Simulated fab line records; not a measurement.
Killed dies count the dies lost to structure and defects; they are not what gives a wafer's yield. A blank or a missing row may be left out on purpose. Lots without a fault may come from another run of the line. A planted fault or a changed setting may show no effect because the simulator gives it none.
Chamber matching	flow nandHarc	NHARC_A_BONDPAD_DESCUM_11 on rieDiel-12 has 4 sister chambers
The step chemistry O2, time 3 s. 18 wafers are shown with their chamber, then 9 later ones without.

EACH WAFER AND ITS CHAMBER
wafer	chamber	showerheadPlenumPTorr (Torr)	drypumpMotorCurrentA (A)	oesProductAu (a.u.)
L074.2	3	1.97	5.3	1.018
L074.5	0	1.77	5.5	1.000
L074.6	1	1.86	6.6	0.984
L076.1	0	1.77	5.5	0.993
L076.3	2	2.03	6.3	0.996
L076.5	1	1.86	6.6	1.001
L076.2	3	1.97	5.3	1.005
L076.4	1	1.86	6.6	1.000
L076.6	0	1.77	5.5	1.005
L079.1	3	1.97	5.3	1.007
L079.2	0	1.76	5.5	1.000
L079.4	2	2.03	6.3	0.991
L080.1	0	1.76	5.5	0.993
L080.2	1	1.86	6.6	1.007
L080.5	3	1.97	5.3	1.006
L084.2	0	1.76	5.4	0.999
L084.3	1	1.86	6.6	1.008
L084.5	2	2.03	6.3	0.997

SIGNATURES (means of the wafers above)
reading	chamber 0	chamber 1	chamber 2	chamber 3	scatter within a chamber
showerheadPlenumPTorr	1.7650	1.8600	2.0300	1.9700	0.00327
drypumpMotorCurrentA	5.483	6.600	6.300	5.300	0.0244
oesProductAu	0.99833	1.00000	0.99467	1.00900	0.00659
Rule: for each reading, subtract the chamber's mean from the wafer's reading, divide by that reading's scatter and square the result; add these up over the readings and take the root, which gives the wafer's distance from the chamber. The wafer belongs to the nearest chamber; if the next one is less than 2 further off, it can't be placed. The scatter: the root of (the sum of the squares of (reading less its chamber's mean) over the shown wafers, divided by (wafers less chambers)).

WAFERS MISSING THEIR CHAMBER
wafer	showerheadPlenumPTorr (Torr)	drypumpMotorCurrentA (A)	oesProductAu (a.u.)
L084.1	2.03	6.3	0.994
L084.4	1.97	5.3	1.012
L084.6	1.86	6.6	0.999
L088.1	2.03	6.3	1.002
L088.2	1.86	6.6	0.999
L088.4	1.76	5.5	1.005
L091.1	1.85	6.6	0.998
L091.5	2.03	6.3	0.996
L091.6	1.96	5.3	1.019

THE CHAMBER EACH PASSED THROUGH
wafer	from the rows above	in truth
L084.1	2	2
L084.4	3	3
L084.6	1	1
L088.1	2	2
L088.2	1	1
L088.4	0	0
L091.1	1	1
L091.5	2	2
L091.6	3	3
9 of 9 placed correctly. From these rows, 0 cannot be placed. 0 placed wrongly.
